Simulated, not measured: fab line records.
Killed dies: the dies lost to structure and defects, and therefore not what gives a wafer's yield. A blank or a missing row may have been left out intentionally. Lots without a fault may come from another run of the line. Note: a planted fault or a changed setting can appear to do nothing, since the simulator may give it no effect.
fab line records	flow n5-finfet
record lots=10	wafers=30	last-day=17
route steps=1938 shown BEOL_M7@1266 PASSIVATION@1936
lots with no fault: from the same line, run without faults
start-h: hours from the record's first day to the start of the lot's first wafer shown	wait-h: time in hours since the lot's previous step	" identical to the entry in the row above	L1.1+2: a single row standing in for several wafers	- no value, or no start was given	* or withheld: withheld	< > ~ a bound
route shown NAME@n: a module of which the file shows steps, and the number in the route of the first	usual: average and standard deviation across the fault-free wafers	same: alike in all rows	chamber/n: place in a boat	sites: per-site readings	_std_site: the values' standard deviation	_edge_site: outer sites' mean less inner sites'	radius-mm: for every site, how far away it sits from the centre of the wafer	mask NAME#n: copy n	behind: the last tool/chamber to shape the wafer	hold: what put the lot on hold/how long, in hours/how the hold closed	device: transistor that didn't switch, given as n, p or np	end of line: the same wafers' tests at the end of the route	a step with no rows: only its recipe	killed: the dies lost at the first sort to structure and to defects; this is not the yield of the wafer	map: shows each die of a wafer: x if killed, . if not, _ if none is there
set.NAME: the setting that was run; set.NAME@STEP: the one run at that earlier step	model.NAME: the simulator's own value behind a step, which no gauge read
a sample of lots followed through the steps of the route, with each step as a table and each wafer as a row
services: the hour from which a tool's chamber was out of use, counted from the record's first day as start-h (under 0 if before that day), plus the number of hours and why
## steps
# step N5_BEOL_M7_PECVD_70
# recipe material=SiO2	target-thk-a=200	temp-c=400	precursor=TEOS/O2	pressure-torr=5.5	rf-w=450	teos-flow-sccm=53.8	gas=O2	flow-sccm=3000	time-s=22.7
# usual chamber-pressure-Torr=5.500/0.012	heater-power-w=676/140	showerhead-plenum-p-Torr=8.78/0.076	showerhead-vpp-V=1292/48	throttle-valve-pct=22.0/0.97
lot.wafer	tool	chamber	start-h	wait-h	chamber-pressure-Torr	heater-power-w	showerhead-plenum-p-Torr	showerhead-vpp-V	throttle-valve-pct
L916.1	pecvd-02	0	194.48	0.0	5.509	595	8.88	1215	22.2
L916.2	"	2	"	"	5.484	795	8.79	1341	19.6
L916.4	"	1	"	"	5.484	620	8.81	1274	22.9
L918.2	pecvd-01	2	210.53	0.0	5.509	579	8.83	1219	21.9
L918.3	"	1	"	"	5.482	892	8.77	1285	23.2
L918.6	"	1	"	"	5.498	877	8.77	1306	22.9
L920.4	pecvd-01	2	215.24	0.1	5.492	582	8.81	1215	21.8
L920.5	"	1	"	"	5.506	951	8.77	1304	23.2
L920.6	"	0	"	"	5.508	679	8.78	1274	22.6
L922.1	pecvd-04	1	234.65	0.0	5.505	791	8.82	1295	22.2
L922.2	"	0	"	"	5.486	451	8.82	1341	21.4
L922.6	"	2	"	"	5.504	579	8.59	1354	21.7
L923.2	pecvd-01	2	237.30	0.0	5.498	489	8.80	1234	21.7
L923.4	"	0	"	"	5.500	704	8.76	1239	22.6
L923.6	"	1	"	"	5.489	806	8.76	1310	23.1
L924.1	pecvd-01	2	237.51	0.0	5.495	513	8.80	1181	21.8
L924.2	"	0	"	"	5.511	697	8.78	1268	22.6
L924.6	"	1	"	"	5.490	897	8.76	1303	23.4
L925.1	pecvd-04	1	257.64	0.0	5.505	747	8.80	1290	21.9
L925.5	"	1	"	"	5.507	741	8.80	1311	22.1
L925.6	"	0	"	"	5.498	481	8.80	1335	21.4
L926.1	pecvd-02	1	269.96	0.0	5.494	586	8.79	1286	23.0
L926.2	"	0	"	"	5.478	570	8.86	1232	22.4
L926.4	"	2	"	"	5.492	858	8.79	1344	19.8
L932.2	pecvd-01	2	301.30	0.0	5.494	570	8.80	1215	22.0
L932.4	"	1	"	"	5.523	870	8.76	1302	23.0
L932.6	"	2	"	"	5.496	581	8.79	1220	22.1
L936.1	pecvd-04	0	337.18	0.0	5.519	407	8.86	1363	21.6
L936.4	"	1	"	"	5.492	719	8.81	1301	21.8
L936.6	"	0	"	"	5.538	410	8.84	1323	21.6
# step N5_BEOL_M7_HM_DEP_02
# recipe material=TiN	target-thk-a=200	temp-c=25	chamber-pressure-pa=0.49996
# usual throttle-valve-pct=29.9/0.99
lot.wafer	tool	chamber	start-h	wait-h	throttle-valve-pct
L916.1	pvd-sputter-01	-	194.82	0.3	29.6
L916.2	"	-	"	"	30.5
L916.4	"	-	"	"	30.5
L918.2	pvd-sputter-03	-	211.40	0.8	30.4
L918.3	"	-	"	"	32.1
L918.6	"	-	"	"	29.9
L920.4	pvd-sputter-02	-	217.04	1.8	28.9
L920.5	"	-	"	"	28.9
L920.6	"	-	"	"	28.0
L922.1	pvd-sputter-01	-	235.05	0.4	29.4
L922.2	"	-	"	"	30.6
L922.6	"	-	"	"	30.2
L923.2	pvd-sputter-01	-	238.13	0.8	30.1
L923.4	"	-	"	"	29.8
L923.6	"	-	"	"	30.4
L924.1	pvd-sputter-02	-	238.22	0.7	29.0
L924.2	"	-	"	"	28.7
L924.6	"	-	"	"	28.8
L925.1	pvd-sputter-02	-	260.89	3.2	27.9
L925.5	"	-	"	"	30.7
L925.6	"	-	"	"	28.1
L926.1	pvd-sputter-02	-	271.65	1.7	30.7
L926.2	"	-	"	"	29.1
L926.4	"	-	"	"	28.0
L932.2	pvd-sputter-02	-	302.63	1.3	29.0
L932.4	"	-	"	"	28.1
L932.6	"	-	"	"	28.7
L936.1	pvd-sputter-03	-	337.43	0.2	30.5
L936.4	"	-	"	"	30.7
L936.6	"	-	"	"	30.0
# step N5_BEOL_M7_CD_MEAS_11
# recipe target-cd-nm=38.5	landing-energy-ev=500	detector=se-inlens	polarity=opening
# usual cd-nm=38.7/0.48
lot.wafer	tool	chamber	start-h	wait-h	cd-nm
L916.1	cd-sem-01	0	195.19	-	38.5
L916.2	"	0	"	"	39.3
L916.4	"	0	"	"	39.5
L918.2	cd-sem-01	0	211.90	-	38.2
L918.3	"	0	"	"	37.9
L918.6	"	0	"	"	38.9
L920.4	cd-sem-01	0	217.55	-	39.5
L920.5	"	0	"	"	39.5
L920.6	"	0	"	"	38.4
L922.1	cd-sem-03	0	235.55	-	39.0
L922.2	"	0	"	"	38.8
L922.6	"	0	"	"	38.1
L923.2	cd-sem-02	0	238.63	-	39.0
L923.4	"	0	"	"	38.5
L923.6	"	0	"	"	38.8
L924.1	cd-sem-01	0	238.80	-	38.5
L924.2	"	0	"	"	37.5
L924.6	"	0	"	"	39.0
L925.1	cd-sem-01	0	261.26	-	39.1
L925.5	"	0	"	"	39.0
L925.6	"	0	"	"	38.4
L926.1	cd-sem-02	0	272.16	-	38.4
L926.2	"	0	"	"	39.2
L926.4	"	0	"	"	38.5
L932.2	cd-sem-02	0	303.13	-	38.6
L932.4	"	0	"	"	38.4
L932.6	"	0	"	"	39.1
L936.1	cd-sem-02	0	337.92	-	39.0
L936.4	"	0	"	"	38.6
L936.6	"	0	"	"	37.7
# step N5_BEOL_M7_HM_OPEN_17
# recipe chemistry=Cl2/BCl3	target-depth-a=200	overetch-a=60	target=TiN	mask-material=SOC	ion-energy-ev=150	pressure-mtorr=10	icp-w=1000	bias-w=126	Cl2_flow_sccm=53.25	bcl3-flow-sccm=21.75	Ar_flow_sccm=25
# usual drypump-motor-current-A=5.3/0.48	oes-product-au=0.62/0.063	throttle-valve-pct=22.2/0.34
lot.wafer	tool	chamber	start-h	wait-h	drypump-motor-current-A	oes-product-au	rf-hours-counter-h	throttle-valve-pct
L916.1	rie-metal-01	1	195.84	0.0	5.0	0.74	15	21.7
L916.2	"	0	"	"	4.9	0.63	69	22.0
L916.4	"	0	"	"	4.9	0.61	-	22.0
L918.2	rie-metal-02	0	212.26	0.0	5.5	0.67	36	22.2
L918.3	"	0	"	"	5.5	0.67	-	22.2
L918.6	"	1	"	"	6.0	0.68	-	21.8
L920.4	rie-metal-03	1	218.20	0.1	5.9	0.55	-	22.7
L920.5	"	1	"	"	5.8	0.56	-	22.7
L920.6	"	0	"	"	4.8	0.58	-	22.2
L922.1	rie-metal-03	1	235.92	0.0	5.9	0.55	108	22.7
L922.2	"	0	"	"	4.8	0.59	75	22.1
L922.6	"	1	"	"	5.9	0.56	-	22.7
L923.2	rie-metal-03	0	239.00	0.0	4.8	0.58	75	22.2
L923.4	"	1	"	"	5.9	0.55	-	22.7
L923.6	"	0	"	"	4.8	0.58	-	22.2
L924.1	rie-metal-03	1	239.24	0.0	5.8	0.55	108	22.7
L924.2	"	0	"	"	4.8	0.58	75	22.2
L924.6	"	0	"	"	4.8	0.58	-	22.2
L925.1	rie-metal-03	0	262.04	0.0	4.8	0.58	77	22.1
L925.5	"	0	"	"	4.8	0.59	-	22.1
L925.6	"	1	"	"	5.9	0.55	-	22.7
L926.1	rie-metal-01	0	272.52	0.0	4.9	0.38	74	22.4
L926.2	"	1	"	"	5.0	0.44	21	22.1
L926.4	"	1	"	"	5.0	0.44	-	22.2
L932.2	rie-metal-03	1	303.52	0.0	5.9	0.34	114	23.1
L932.4	"	1	"	"	5.9	0.33	-	23.2
L932.6	"	1	"	"	5.9	0.34	-	23.2
L936.1	rie-metal-01	1	338.30	0.0	5.0	0.69	27	21.7
L936.4	"	0	"	"	4.9	0.60	-	22.0
L936.6	"	0	"	"	4.9	0.60	-	22.0
# step N5_BEOL_M7_STRIP_19
# recipe chemistry=O2	power-w=400	temp-c=40	pressure-mtorr=30	rf-frequency-hz=6e+07	bias-power-w=0	overash-fraction=0.2	o2-flow-sccm=225
# usual drypump-motor-current-A=5.51/0.25	oes-product-au=0.80/0.089	rf-vpp-V=3.7/0.59	showerhead-plenum-p-Torr=2.10/0.07	throttle-valve-pct=16.64/0.24
# same bias-power-w=0
lot.wafer	tool	chamber	start-h	wait-h	drypump-motor-current-A	oes-product-au	rf-hours-counter-h	rf-vpp-V	showerhead-plenum-p-Torr	throttle-valve-pct
L916.1	rie-diel-06	3	196.05	0.2	5.87	0.85	72	4.3	2.23	16.34
L916.2	"	1	"	"	5.29	0.68	220	4.0	2.07	16.88
L916.4	"	0	"	"	5.81	0.69	233	3.0	2.06	16.81
L918.2	rie-diel-06	0	212.38	0.1	5.78	0.69	238	3.2	2.05	16.85
L918.3	"	1	"	"	5.28	0.67	225	3.6	2.07	16.89
L918.6	"	2	"	"	5.39	0.73	-	4.2	2.18	16.53
L920.4	rie-diel-06	3	218.29	0.1	5.88	0.85	79	3.6	2.22	16.34
L920.5	"	2	"	"	5.41	0.73	-	5.1	2.17	16.56
L920.6	"	3	"	"	5.89	0.85	-	3.0	2.22	16.36
L922.1	rie-diel-06	3	236.03	0.1	5.89	0.84	84	3.2	2.22	16.38
L922.2	"	2	"	"	5.40	0.71	197	3.9	2.17	16.55
L922.6	"	1	"	"	5.30	0.68	-	3.2	2.07	16.86
L923.2	rie-diel-02	3	239.14	0.1	5.35	0.73	173	4.9	2.00	16.76
L923.4	"	3	"	"	5.34	0.74	-	3.1	2.00	16.75
L923.6	"	2	"	"	5.86	0.82	-	4.4	2.12	16.30
L924.1	rie-diel-01	1	239.35	0.1	5.46	0.94	18	4.8	2.16	16.23
L924.2	"	3	"	"	5.16	0.83	73	4.5	2.13	16.90
L924.6	"	1	"	"	5.50	0.96	-	3.3	2.16	16.25
L925.1	rie-diel-02	1	262.34	0.3	5.62	0.80	84	2.6	2.03	16.67
L925.5	"	1	"	"	5.66	0.79	-	3.4	2.03	16.67
L925.6	"	2	"	"	5.83	0.82	-	3.3	2.12	16.30
L926.1	rie-diel-01	0	272.63	0.1	5.43	0.73	181	4.5	2.01	16.84
L926.2	"	1	"	"	5.45	0.93	29	4.3	2.15	16.28
L926.4	"	2	"	"	5.72	0.98	4	4.3	2.15	16.72
L932.2	rie-diel-02	2	303.75	0.2	5.82	0.80	116	3.9	2.11	16.35
L932.4	"	1	"	"	5.67	0.79	100	3.9	2.02	16.71
L932.6	"	2	"	"	5.83	0.81	-	3.0	2.11	16.34
L936.1	rie-diel-02	3	338.41	0.1	5.34	0.71	203	4.0	1.99	16.82
L936.4	"	1	"	"	5.65	0.78	110	4.0	2.02	16.73
L936.6	"	2	"	"	5.84	0.78	-	3.4	2.11	16.37
# step N5_PASSIVATION_PROBE_49
# usual defect-limited-yield=91.1/1.4	killed_at_M0_to_M3=34/11	killed_at_M4_up=14/5.7	killed-at-contacts=14/6.9	killed-at-front-end=40/11	killed-at-other=4/3.1	killed-dies=105/17	killed-open=70/13	killed-short=34/7.6	sort_bin_5_function=5.3/0.95	sort_bin_6_memory=3.3/0.64	sort-n-pass=1075/17	sort-yield-pct=91.1/1.4
# same gross-dies=1180	killed-at-back-side=0	sort_bin_4_leakage[%]=0	sort_bin_8_speed[%]=0
lot.wafer	tool	chamber	start-h	wait-h	defect-limited-yield[%]	killed_at_M0_to_M3	killed_at_M4_up	killed-at-contacts	killed-at-front-end	killed-at-other	killed-dies	killed-open	killed-short	sort_bin_5_function[%]	sort_bin_6_memory[%]	sort-n-pass	sort-yield-pct[%]
L922.1	prober-02	-	330.35	0.0	90.8	26	15	12	47	8	108	72	36	5.8	3.1	1072	90.8
L922.2	prober-02	-	330.40	0.1	90.3	38	8	17	47	5	115	79	36	5.6	3.9	1065	90.3
L922.6	prober-02	-	330.60	0.3	89.4	42	11	22	39	11	125	88	36	6.1	3.9	1055	89.4
L926.1	prober-01	-	362.11	0.0	92.2	38	12	10	27	5	92	67	23	4.6	3.1	1088	92.2
L926.2	prober-01	-	362.16	0.1	92.1	35	10	13	35	0	93	65	26	4.6	3.2	1087	92.1
L926.4	prober-01	-	362.26	0.2	91.4	47	14	8	31	2	102	72	30	5.3	3.1	1078	91.4
# killed by level:class
L922.1 STI_FIN_REVEAL:geometric-particle:open=14 MOL_CONTACT_COAG:geometric-particle:open=10 BEOL_M0_SAQP:geometric-particle:open=9 BEOL_M4:geometric-particle:open=8 FIN_SAQP:geometric-particle:open=7 FIN_SAQP:geometric-particle:short=7 BEOL_M2:geometric-particle:open=5 ILD0:geometric-particle:short=4
L922.2 MOL_CONTACT_COAG:geometric-particle:open=13 BEOL_M3:geometric-particle:open=12 STI_FIN_REVEAL:geometric-particle:open=11 BEOL_M2:geometric-particle:open=10 FIN_SAQP:geometric-particle:open=7 BEOL_M0_SAQP:geometric-particle:short=6 DUMMY_GATE:geometric-particle:open=5 GATE_CUT:geometric-particle:short=5
L922.6 MOL_CONTACT_COAG:geometric-particle:open=17 BEOL_M0:geometric-particle:open=12 STI_FIN_REVEAL:geometric-particle:open=11 BEOL_M1:geometric-particle:open=7 BEOL_M2:geometric-particle:open=7 MIM_TOP_ETCH:geometric-particle:open=6 STI_FIN_REVEAL:geometric-particle:short=5 MOL_CONTACT_COAG:geometric-particle:short=5
L926.1 BEOL_M2:geometric-particle:open=11 BEOL_M3:geometric-particle:open=10 MOL_CONTACT_COAG:geometric-particle:open=9 BEOL_M4:geometric-particle:open=7 FIN_SAQP:geometric-particle:open=5 FIN_SAQP:geometric-particle:short=4 DUMMY_GATE:geometric-particle:open=4 BEOL_M0_SAQP:geometric-particle:open=4
L926.2 BEOL_M3:geometric-particle:open=11 STI_FIN_REVEAL:geometric-particle:open=10 MOL_CONTACT_COAG:geometric-particle:open=9 BEOL_M0_SAQP:geometric-particle:open=6 BEOL_M1:geometric-particle:open=6 BEOL_M2:geometric-particle:open=5 FIN_SAQP:geometric-particle:short=4 MOL_CONTACT_COAG:geometric-particle:short=4
L926.4 BEOL_M2:geometric-particle:open=24 BEOL_M4:geometric-particle:open=11 FIN_SAQP:geometric-particle:short=9 BEOL_M0_SAQP:geometric-particle:open=8 MOL_CONTACT_COAG:geometric-particle:open=7 DUMMY_GATE:geometric-particle:open=4 GATE_CUT:geometric-particle:short=4 BEOL_M0_SAQP:geometric-particle:short=4
## services
tool	chamber	start-h	hours	kind
pecvd-04	-	217.39	1.0	repair
pecvd-01	1	221.11	2.1	scheduled-down
rie-diel-02	0	233.89	-	clean
rie-diel-02	0	233.89	-	consumable-replace:focus-ring
rie-diel-02	0	233.89	14.9	scheduled-down
rie-diel-02	0	233.89	14.9	vent-cycle
pvd-sputter-03	-	235.09	39.9	repair
rie-diel-01	2	235.33	5.0	repair
rie-metal-01	-	243.20	14.6	pm
rie-diel-02	1	243.32	8.0	repair
pecvd-01	-	245.54	0.4	repair
rie-metal-02	1	247.55	14.2	repair
pecvd-02	2	257.54	8.1	repair
pecvd-02	-	258.78	6.9	repair
rie-diel-06	0	260.74	-	clean
pecvd-02	-	276.17	1.1	repair
rie-metal-03	1	307.70	-	clean
rie-metal-03	1	307.70	23.8	scheduled-down
rie-metal-03	1	307.70	23.8	vent-cycle
pecvd-02	-	308.00	1.4	repair
rie-diel-01	1	313.05	21.1	repair
rie-metal-03	-	321.59	1.4	pm
rie-metal-02	1	326.92	5.5	repair
pecvd-01	0	333.16	5.5	scheduled-down
## key
first-sign step=N5_BEOL_M7_HM_OPEN_17	reading=oes-product-au	direction=down	sigmas=3.8	usual=0.62	struck=0.38
effect none on later readings
met-at N5_BEOL_M7_HM_DEP_02
struck-lots L926,L932
not-acting-at N5_BEOL_M7_PECVD_70,N5_BEOL_M7_CD_MEAS_11,N5_BEOL_M7_STRIP_19
onset-between 260.89 271.65
fault kind=process-parameter-drift	tool=pvd-sputter-02	chamber=-	onset-h=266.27	steps=N5_BEOL_M7_HM_DEP_02	channel=target-thk-a	offset=*	shape=step	end-h=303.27	acts-in=*	stated=*
